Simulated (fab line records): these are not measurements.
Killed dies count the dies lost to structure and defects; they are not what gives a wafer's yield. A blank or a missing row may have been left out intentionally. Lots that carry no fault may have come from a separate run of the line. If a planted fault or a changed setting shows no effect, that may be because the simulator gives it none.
Matching of chambers	flow nand-harc	NHARC_A_M0_ETCH_15 on rie-diel-05 has 4 sister chambers
The step etches the open film in C4F8/Ar, target depth 150 nm, overetch 15 nm, time 82.5 s. 4 wafers are shown with their chamber, then 7 later ones without.

## WAFERS WITH THEIR CHAMBER
wafer	chamber	rf-vpp-V (V)
L337.1	0	440.4
L341.2	1	440.7
L341.3	2	442.3
L341.6	3	436.2

## WAFERS WITHOUT THEIR CHAMBER
wafer	rf-vpp-V (V)
L343.3	440.3
L343.5	436.8
L343.6	439.9
L342.3	443.4
L342.4	440.7
L342.6	435.9
L351.4	438.6

## WHICH CHAMBER EACH ONE RAN IN
wafer	from the rows above	in truth
L343.3	can't be placed: 0 or 1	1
L343.5	3	3
L343.6	can't be placed: 0 or 1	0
L342.3	can't be placed: 2 or 1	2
L342.4	can't be placed: 1 or 0 or 2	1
L342.6	3	3
L351.4	can't be placed: 0 or 1 or 3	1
2 of 7 placed correctly. From these rows, 5 cannot be placed; in 5 the true chamber is one of the candidates. Wrongly placed: 0.
How it was worked out, from the rows above alone: a wafer's distance from a chamber is the root of the sum, over the readings, of the square of ((its reading less the chamber's mean) divided by the reading's scatter). The wafer belongs to the nearest chamber; if the next one is less than 2 further off, it can't be placed. A chamber's mean is the mean of its shown wafers. The scatter: root of mean squared gap, hidden wafer to nearest shown wafer, with one shown wafer a chamber.
